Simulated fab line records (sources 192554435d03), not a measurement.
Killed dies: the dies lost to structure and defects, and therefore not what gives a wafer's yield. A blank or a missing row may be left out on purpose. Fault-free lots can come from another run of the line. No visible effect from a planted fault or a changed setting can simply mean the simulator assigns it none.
Problem report, 8D (eight disciplines) form, completed by code / flow n5-finfet / the parts of the form that need people (team, actions taken, sign-off) are left out

== 1. PROBLEM STATEMENT ==
Mean of killed-at-contacts at N5_PASSIVATION_PROBE_49: 125 across 3 wafers in 2 lots; on wafers with no fault it is 13 (standard deviation 5.8). Measured from the usual mean, that is +19 standard deviations.
First observed at day 14 20:36: wafer L400.2, on prober-01. Wafers with a number at this step in the record: 20, from 7 lots. Rule for "out" (also "out of limits"): further than 4 standard deviations from the usual mean. All remaining wafers that have a number are taken as sound.

== 2. WHAT THIS IS AND IS NOT ==
question=which readings at this step | is=killed-at-contacts, killed-dies | is not=killed_at_M4_up, killed-at-front-end, killed-open, killed-short
question=which lots | is=L399, L400 | is not=L391, L394, L395, L406, L411
question=which wafers of those lots | is=L399.3, L399.4, L400.2 | is not=L399.2, L400.3, L400.5
question=read on which tools | is=prober-01 | is not=prober-02
question=when | is=from day 14 20:36 | is not=up to then (8 sound wafers); but 9 sound wafers of L399, L400, L406, L411 came after

== 3. SUSPECTS, AND WHAT RULES EACH OUT ==
Counting: any tool at a process step up to the reading remains a suspect provided it ran every lot that is out. Sound lots after the first of them don't rule it out here, since some wafers of a struck lot are sound.
- pvd-sputter-03 at N5_MOL_CONTACT_COAG_SPUTTER_130 (material Co, target thk 47.5 nm): kept. Every lot that is out went through it, the first being L399 (day 7 22:24); the last sound lot it ran before that was L395 (day 6 14:19).
- rie-diel-02 at N5_PASSIVATION_DESCUM_46 (chemistry O2, time 7.9 s): kept. It ran every lot that is out, first L400 (day 14 17:28).
- prober-01 at N5_PASSIVATION_PROBE_49: kept. Every lot that is out went through it, the first being L400 (day 14 20:36); the last sound lot it ran before that was L395 (day 14 06:04). On those wafers its own readings are out: killed-at-contacts, killed-dies.
The count leaves pvd-sputter-03 at N5_MOL_CONTACT_COAG_SPUTTER_130, rie-diel-02 at N5_PASSIVATION_DESCUM_46, and prober-01 at N5_PASSIVATION_PROBE_49.

== 4. THE CAUSE (what the simulator had put in) ==
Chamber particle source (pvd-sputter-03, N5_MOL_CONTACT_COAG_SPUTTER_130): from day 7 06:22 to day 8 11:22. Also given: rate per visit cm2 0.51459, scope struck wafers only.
Of the 3 suspects that counting leaves, this tool is one.

== 5. THE EFFECT CHAIN, in route order ==
One row per reading whose mean, taken over the struck wafers that have a number, lies over 3 standard deviations from the usual. Only readings whose record carries a usual standard deviation are examined. hours: median over the lots of the time between each lot's start at the first step of this table that gives one and its start at this step. sigmas: the change, counted in usual standard deviations.
hours=0; step=N5_PASSIVATION_PROBE_49; reading=killed-at-contacts; usual=13; on struck wafers=125; change=+112; sigmas=+19
hours=0; step=N5_PASSIVATION_PROBE_49; reading=killed-dies; usual=102; on struck wafers=219; change=+117; sigmas=+7.8
It contains these process steps:
- N5_PASSIVATION_PROBE_49

== 6. WHAT WOULD HAVE CAUGHT IT SOONER ==
The fault began at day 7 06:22; the first out-of-limits reading in this record came at day 14 20:36, 182 hours later.
No tool reading at N5_MOL_CONTACT_COAG_SPUTTER_130 that has a usual standard deviation in the record was out on any struck wafer, so an alarm limit of 4 standard deviations on those readings would not have fired.
Lots out: 2; all had begun N5_MOL_CONTACT_COAG_SPUTTER_130 on pvd-sputter-03 by day 14 20:36. Tool hold at that time: it would have spared none of them.
